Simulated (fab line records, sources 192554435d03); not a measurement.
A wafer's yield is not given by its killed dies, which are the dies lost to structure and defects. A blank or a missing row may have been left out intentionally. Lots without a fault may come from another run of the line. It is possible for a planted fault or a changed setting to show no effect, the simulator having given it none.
Split-lot experiment || flow n5Finfet || 21 wafers read across 7 lots, on a route 1938 steps long

ABOUT THE SPLIT
At N5_HKMG_FIN_ETCH_54 (etches SiARC in CF4, target depth 45.5 nm, time 75.8 s), the setting sourceW was moved away from the recipe's 545 W on 8 of the 21 wafers read, by -9.3% to +16.7%. For the rest of the wafers, this setting stayed at what the recipe calls for.

The reading comes from the split's own step.

THE READING
rfVppV, in V, at N5_HKMG_FIN_ETCH_54 (etches SiARC in CF4, target depth 45.5 nm, time 75.8 s). On this fab line, fault-free wafers typically give 183.9 V with a standard deviation of 1.1 V.

{"wafer": "L077.2", "tool, chamber at the split": "rieDiel-05, 0", "sourceW as run, W": 545, "against the recipe": "recipe", "rfVppV, V": 184.0, "against lot-mates on the recipe": "-"}
{"wafer": "L077.5", "tool, chamber at the split": "rieDiel-05, 2", "sourceW as run, W": 545, "against the recipe": "recipe", "rfVppV, V": 183.0, "against lot-mates on the recipe": "-"}
{"wafer": "L077.6", "tool, chamber at the split": "rieDiel-05, 1", "sourceW as run, W": 545, "against the recipe": "recipe", "rfVppV, V": 185.7, "against lot-mates on the recipe": "-"}
{"wafer": "L080.2", "tool, chamber at the split": "rieDiel-01, 0", "sourceW as run, W": 494.5, "against the recipe": "-9.3%", "rfVppV, V": 189.6, "against lot-mates on the recipe": "+4.1"}
{"wafer": "L080.3", "tool, chamber at the split": "rieDiel-01, 2", "sourceW as run, W": 545, "against the recipe": "recipe", "rfVppV, V": 185.5, "against lot-mates on the recipe": "-"}
{"wafer": "L080.5", "tool, chamber at the split": "rieDiel-01, 2", "sourceW as run, W": 494.5, "against the recipe": "-9.3%", "rfVppV, V": 191.2, "against lot-mates on the recipe": "+5.7"}
{"wafer": "L085.2", "tool, chamber at the split": "rieDiel-02, 0", "sourceW as run, W": 545, "against the recipe": "recipe", "rfVppV, V": 184.4, "against lot-mates on the recipe": "-"}
{"wafer": "L085.3", "tool, chamber at the split": "rieDiel-02, 2", "sourceW as run, W": 545, "against the recipe": "recipe", "rfVppV, V": 184.8, "against lot-mates on the recipe": "-"}
{"wafer": "L085.5", "tool, chamber at the split": "rieDiel-02, 0", "sourceW as run, W": 545, "against the recipe": "recipe", "rfVppV, V": 184.8, "against lot-mates on the recipe": "-"}
{"wafer": "L090.2", "tool, chamber at the split": "rieDiel-05, 1", "sourceW as run, W": 545, "against the recipe": "recipe", "rfVppV, V": 183.5, "against lot-mates on the recipe": "-"}
{"wafer": "L090.4", "tool, chamber at the split": "rieDiel-05, 3", "sourceW as run, W": 600.2, "against the recipe": "+10.1%", "rfVppV, V": 180.0, "against lot-mates on the recipe": -3.5}
{"wafer": "L090.6", "tool, chamber at the split": "rieDiel-05, 3", "sourceW as run, W": 600.2, "against the recipe": "+10.1%", "rfVppV, V": 179.3, "against lot-mates on the recipe": -4.2}
{"wafer": "L093.1", "tool, chamber at the split": "rieDiel-01, 0", "sourceW as run, W": 636, "against the recipe": "+16.7%", "rfVppV, V": 173.1, "against lot-mates on the recipe": -11.2}
{"wafer": "L093.5", "tool, chamber at the split": "rieDiel-01, 3", "sourceW as run, W": 545, "against the recipe": "recipe", "rfVppV, V": 183.6, "against lot-mates on the recipe": "-"}
{"wafer": "L093.6", "tool, chamber at the split": "rieDiel-01, 2", "sourceW as run, W": 545, "against the recipe": "recipe", "rfVppV, V": 184.9, "against lot-mates on the recipe": "-"}
{"wafer": "L096.3", "tool, chamber at the split": "rieDiel-02, 2", "sourceW as run, W": 545, "against the recipe": "recipe", "rfVppV, V": 183.8, "against lot-mates on the recipe": "-"}
{"wafer": "L096.4", "tool, chamber at the split": "rieDiel-02, 3", "sourceW as run, W": 545, "against the recipe": "recipe", "rfVppV, V": 184.3, "against lot-mates on the recipe": "-"}
{"wafer": "L096.6", "tool, chamber at the split": "rieDiel-02, 2", "sourceW as run, W": 498.1, "against the recipe": "-8.6%", "rfVppV, V": 191.2, "against lot-mates on the recipe": "+7.1"}
{"wafer": "L097.3", "tool, chamber at the split": "rieDiel-05, 3", "sourceW as run, W": 590, "against the recipe": "+8.3%", "rfVppV, V": 179.9, "against lot-mates on the recipe": -3.4}
{"wafer": "L097.5", "tool, chamber at the split": "rieDiel-05, 2", "sourceW as run, W": 545, "against the recipe": "recipe", "rfVppV, V": 183.3, "against lot-mates on the recipe": "-"}
{"wafer": "L097.6", "tool, chamber at the split": "rieDiel-05, 3", "sourceW as run, W": 590, "against the recipe": "+8.3%", "rfVppV, V": 179.1, "against lot-mates on the recipe": -4.2}

THE FIT
A straight line over all 21 wafers: rfVppV changes by -0.623 V for each +1% of sourceW; r = -0.97; the points scatter about the line by 0.97 V.
The same after taking each lot's own level away (the mean of its wafers on the recipe; 21 wafers): -0.561 V for each +1%; r = -0.96; scatter 1.1 V.
On that fit, the largest move of sourceW shifts the reading by 9.4 V.
Across the lots, their own levels run from 183.30 to 185.50 V, a range of 2.0 times the standard deviation given above.
So the lot-to-lot level changes the slope: the two fits differ.
Check: with one of the wafers moved furthest among these (+16.7%) left out of the fit, the line predicts -8.1 V for it against its lot-mates. It came out at -11.2 V against them.
Tool readings at the split's step, against how far the setting was moved: etchRfOnTimeS r = -0.87; rfVppV r = -0.97.

THE OTHER SPLITS THESE WAFERS WENT THROUGH
Before the reading, these wafers also passed through other splits. Each is held against what the fit with the lots' levels taken away leaves over:
{"other split on the same wafers": "N5_SD_EPI_N_EXPOSE_06 doseMj", "wafers away from the commonest value": 7, "r with rfVppV (lot level and that fit taken away)": "+0.12"}
{"other split on the same wafers": "N5_SDB_COAT_03 spinRpm", "wafers away from the commonest value": 7, "r with rfVppV (lot level and that fit taken away)": -0.38}
{"other split on the same wafers": "N5_SDB_ETCH_17 biasW", "wafers away from the commonest value": 11, "r with rfVppV (lot level and that fit taken away)": -0.43}
{"other split on the same wafers": "N5_HKMG_FIN_DESCUM_53 timeS", "wafers away from the commonest value": 5, "r with rfVppV (lot level and that fit taken away)": -0.42}

THE WHOLE CHAIN: every reading that the file lists as answering this split, in the file's order
{"step": "N5_HKMG_FIN_ETCH_54", "what it does": "etches SiARC in CF4, target depth 45.5 nm, time 75.8 s", "reading": "etchRfOnTimeS", "change (the file's fit)": "withheld for each +1% of the setting", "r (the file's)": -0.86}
{"step": "N5_HKMG_FIN_ETCH_54", "what it does": "etches SiARC in CF4, target depth 45.5 nm, time 75.8 s", "reading": "rfVppV", "change (the file's fit)": "-0.595 V for each +1% of the setting", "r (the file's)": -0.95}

FILE'S OWN FIT
rfVppV changes by -0.595 V for each +1% of sourceW, r = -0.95.
